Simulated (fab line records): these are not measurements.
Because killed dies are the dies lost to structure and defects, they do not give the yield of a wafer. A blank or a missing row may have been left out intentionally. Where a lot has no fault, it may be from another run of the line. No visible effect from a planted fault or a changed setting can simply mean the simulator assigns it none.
Chamber matching :: flow n5Finfet :: 4 sister chambers for N5_BEOL_M10_ETCH_61 on rieDiel-05
The step etches SiARC in CF4, target depth 39 nm, time 65 s. 18 wafers are shown with their chamber, then 9 later ones without.

== EACH WAFER AND ITS CHAMBER ==
wafer: L077.2
chamber: 2
showerheadPlenumPTorr (Torr): 2.17
drypumpMotorCurrentA (A): 5.8
throttleValvePct (%): 15.08

wafer: L077.3
chamber: 1
showerheadPlenumPTorr (Torr): 2.23
drypumpMotorCurrentA (A): 5.6
throttleValvePct (%): 15.49

wafer: L077.4
chamber: 0
showerheadPlenumPTorr (Torr): 2.26
drypumpMotorCurrentA (A): 5.1
throttleValvePct (%): 15.56

wafer: L079.1
chamber: 0
showerheadPlenumPTorr (Torr): 2.26
drypumpMotorCurrentA (A): 5.0
throttleValvePct (%): 15.55

wafer: L079.4
chamber: 1
showerheadPlenumPTorr (Torr): 2.23
drypumpMotorCurrentA (A): 5.6
throttleValvePct (%): 15.47

wafer: L079.6
chamber: 2
showerheadPlenumPTorr (Torr): 2.17
drypumpMotorCurrentA (A): 5.8
throttleValvePct (%): 15.05

wafer: L078.1
chamber: 0
showerheadPlenumPTorr (Torr): 2.26
drypumpMotorCurrentA (A): 5.1
throttleValvePct (%): 15.55

wafer: L078.4
chamber: 2
showerheadPlenumPTorr (Torr): 2.17
drypumpMotorCurrentA (A): 5.8
throttleValvePct (%): 15.07

wafer: L078.5
chamber: 0
showerheadPlenumPTorr (Torr): 2.26
drypumpMotorCurrentA (A): 5.1
throttleValvePct (%): 15.57

wafer: L082.1
chamber: 1
showerheadPlenumPTorr (Torr): 2.22
drypumpMotorCurrentA (A): 5.7
throttleValvePct (%): 15.49

wafer: L082.4
chamber: 2
showerheadPlenumPTorr (Torr): 2.17
drypumpMotorCurrentA (A): 5.8
throttleValvePct (%): 15.07

wafer: L082.6
chamber: 2
showerheadPlenumPTorr (Torr): 2.17
drypumpMotorCurrentA (A): 5.8
throttleValvePct (%): 15.07

wafer: L081.3
chamber: 1
showerheadPlenumPTorr (Torr): 2.22
drypumpMotorCurrentA (A): 5.6
throttleValvePct (%): 15.51

wafer: L081.5
chamber: 3
showerheadPlenumPTorr (Torr): 2.10
drypumpMotorCurrentA (A): 5.9
throttleValvePct (%): 15.34

wafer: L081.6
chamber: 2
showerheadPlenumPTorr (Torr): 2.17
drypumpMotorCurrentA (A): 5.8
throttleValvePct (%): 15.08

wafer: L089.1
chamber: 2
showerheadPlenumPTorr (Torr): 2.16
drypumpMotorCurrentA (A): 5.8
throttleValvePct (%): 15.11

wafer: L089.4
chamber: 0
showerheadPlenumPTorr (Torr): 2.25
drypumpMotorCurrentA (A): 5.1
throttleValvePct (%): 15.62

wafer: L089.6
chamber: 1
showerheadPlenumPTorr (Torr): 2.22
drypumpMotorCurrentA (A): 5.6
throttleValvePct (%): 15.55

SIGNATURES (averages over the wafers above)
reading: showerheadPlenumPTorr
chamber 0: 2.2580
chamber 1: 2.2240
chamber 2: 2.1686
chamber 3: 2.1000
scatter within a chamber: 0.00452

reading: drypumpMotorCurrentA
chamber 0: 5.080
chamber 1: 5.620
chamber 2: 5.800
chamber 3: 5.900
scatter within a chamber: 0.0338

reading: throttleValvePct
chamber 0: 15.5700
chamber 1: 15.5020
chamber 2: 15.0757
chamber 3: 15.3400
scatter within a chamber: 0.0254
Rule: a wafer lies at a distance from a chamber equal to the root of the sum of squares, over the readings, of (its reading less the chamber's mean, divided by the reading's scatter). If the next closest chamber is less than 2 further off than the closest, the wafer can't be placed; otherwise it belongs to the closest. The scatter: the root of (the sum of the squares of (reading less its chamber's mean) over the shown wafers, divided by (wafers less chambers)).

== WAFERS WITHOUT THEIR CHAMBER ==
wafer: L091.1
showerheadPlenumPTorr (Torr): 2.10
drypumpMotorCurrentA (A): 5.9
throttleValvePct (%): 15.36

wafer: L091.2
showerheadPlenumPTorr (Torr): 2.16
drypumpMotorCurrentA (A): 5.8
throttleValvePct (%): 15.12

wafer: L091.3
showerheadPlenumPTorr (Torr): 2.25
drypumpMotorCurrentA (A): 5.1
throttleValvePct (%): 15.63

wafer: L093.1
showerheadPlenumPTorr (Torr): 2.21
drypumpMotorCurrentA (A): 5.6
throttleValvePct (%): 15.54

wafer: L093.5
showerheadPlenumPTorr (Torr): 2.10
drypumpMotorCurrentA (A): 5.9
throttleValvePct (%): 15.39

wafer: L093.6
showerheadPlenumPTorr (Torr): 2.16
drypumpMotorCurrentA (A): 5.8
throttleValvePct (%): 15.13

wafer: L094.1
showerheadPlenumPTorr (Torr): 2.10
drypumpMotorCurrentA (A): 5.9
throttleValvePct (%): 15.41

wafer: L094.3
showerheadPlenumPTorr (Torr): 2.21
drypumpMotorCurrentA (A): 5.6
throttleValvePct (%): 15.58

wafer: L094.4
showerheadPlenumPTorr (Torr): 2.21
drypumpMotorCurrentA (A): 5.7
throttleValvePct (%): 15.57

== WHICH CHAMBER EACH ONE RAN IN ==
wafer: L091.1
from the rows above: 3
in truth: 3

wafer: L091.2
from the rows above: 2
in truth: 2

wafer: L091.3
from the rows above: 0
in truth: 0

wafer: L093.1
from the rows above: 1
in truth: 1

wafer: L093.5
from the rows above: 3
in truth: 3

wafer: L093.6
from the rows above: 2
in truth: 2

wafer: L094.1
from the rows above: 3
in truth: 3

wafer: L094.3
from the rows above: 1
in truth: 1

wafer: L094.4
from the rows above: 1
in truth: 1
Correctly placed: 9 of 9. Left unplaced by these rows: 0. Number placed wrongly: 0.
